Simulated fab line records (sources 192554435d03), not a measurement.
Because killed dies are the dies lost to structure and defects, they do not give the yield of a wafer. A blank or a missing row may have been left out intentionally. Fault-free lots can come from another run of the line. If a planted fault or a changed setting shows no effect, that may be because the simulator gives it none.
Comparing a struck lot with a sound one -- flow n5_finfet -- 14 steps out of a route of 1938
Sound: the wafers L927.3, L927.4, L927.6. Struck: wafer L930.2 (L930.3, L930.6, from the same lot, were not struck and are left out); the cause is given at the end.
For every step that has rows: the tool of each side, followed by ch and its chambers, followed by its first start. Under that, the readings that differ: sound wafers -- struck wafers -- difference of the means -- sigmas: that difference in standard deviations of wafers without a fault.
alike: words and numbers the same on both sides, and readings whose means are apart by under 2 such deviations; not compared: readings that were withheld, readings missing a value for some wafer, numbers with overlapping values and no deviation given by the record, and bounds like >300 which may hide the same value.
The two part at a step that has a row with sigmas, a row that says differs or no value, or rows on one side only. Numbers that have no deviation but don't overlap get no sigmas and don't part them. Lack of a reading on every wafer of one side parts them only where that side has two or more wafers.

N5_BEOL_M13_ETCH_68: etches SOC in N2/H2, time 355 s.
  sound on rie_diel-04 ch 1,2,3, day 11 07:08; struck on rie_diel-01 ch 0, day 12 13:25
reading,sound,struck,difference,sigmas
bias_w (W),349.9 349.4 349.1,351.9,+2.4,+2
oes_product_au (a.u.),0.88 0.91 0.83,0.71,-0.16,-2
  alike: chamber_pressure_mTorr, drypump_motor_current_A, rf_vpp_V, showerhead_plenum_p_Torr, throttle_valve_pct
  not compared: rf_hours_counter_h
then, 1 step without rows for these wafers: N5_BEOL_M13_STRIP_69 (strips in N2/H2).
N5_BEOL_M13_TRENCH_ETCH_34: etches SiOC in C4F8/O2/Ar, target depth 413.47 nm, time 162.6 s.
  sound on rie_diel-04 ch 1,2,3, day 11 07:21; struck on rie_diel-01 ch 0, day 12 13:38
reading,sound,struck,difference,sigmas
oes_product_au (a.u.),0.88 0.91 0.84,0.71,-0.17,-2
  alike: bias_w, chamber_pressure_mTorr, drypump_motor_current_A, rf_vpp_V, showerhead_plenum_p_Torr, throttle_valve_pct
  not compared: rf_hours_counter_h
then, 1 step without rows for these wafers: N5_BEOL_M13_STRIP_70 (strips in C4F8/O2/Ar).
N5_BEOL_M13_OCD_MEAS_35:
  sound on ocd-02 at day 11 07:32; struck on ocd-02 at day 12 13:49
reading,sound,struck,difference,sigmas
trench_depth_nm (nm),427 431 420,413,-13,-2
then, 1 step without rows for these wafers: N5_BEOL_M13_STRIP_37 (strips in N2/H2).
N5_BEOL_M13_ETCH_38: etches SiCN in CF4/N2, target depth 67.5 nm, time 71.9 s.
  sound on rie_diel-01 ch 1,2,3, day 11 07:51; struck on rie_diel-04 ch 3, day 12 13:59
reading,sound,struck,difference,sigmas
rf_vpp_V (V),380.2 381.5 379.5,384.9,+4.5,+2
showerhead_plenum_p_Torr (Torr),2.15 2.21 2.13,2.33,+0.17,+2
  alike: bias_w, chamber_pressure_mTorr, drypump_motor_current_A, oes_product_au, throttle_valve_pct
  not compared: rf_hours_counter_h
then, 2 steps without rows for these wafers: N5_BEOL_M13_PRECLEAN_39 (cleans in residue remover, time 60 s); N5_BEOL_M13_SRD_40 (time 30 s, dry time 30 s).
N5_BEOL_M13_DEGAS_41: time 60 s.
  sound on pvd_sputter-02 at day 11 08:11; struck on pvd_sputter-03 at day 12 14:14
  alike: heater_power_w
N5_BEOL_M13_PRE_CLEAN_42: time 30 s.
  sound on pvd_sputter-02 at day 11 08:14; struck on pvd_sputter-03 at day 12 14:17
  alike: heater_power_w
then, 1 step without rows for these wafers: N5_BEOL_M13_SPUTTER_43 (material TaN, target thk 15 nm, time 24.19 s).
N5_BEOL_M13_SPUTTER_44: material Ta, target thk 10 nm, time 16.13 s.
  sound on pvd_sputter-02 at day 11 08:21; struck on pvd_sputter-03 at day 12 14:24
reading,sound,struck,difference,sigmas
throttle_valve_pct (%),30.2 30.7 30.2,28.9,-1.5,-2
model.Ta_of_BEOL_M13_SPUTTER_44.thk_nm (nm),9.8 9.6 10,7.6,-2.2,
then, 1 step without rows for these wafers: N5_BEOL_M13_SPUTTER_45 (material Cu, target thk 80 nm, time 13.33 s).

## WHERE THEY PART
Last at N5_BEOL_M13_SPUTTER_44 as far as this record goes, first at N5_BEOL_M13_ETCH_68.

WHY: the cause the simulator had injected
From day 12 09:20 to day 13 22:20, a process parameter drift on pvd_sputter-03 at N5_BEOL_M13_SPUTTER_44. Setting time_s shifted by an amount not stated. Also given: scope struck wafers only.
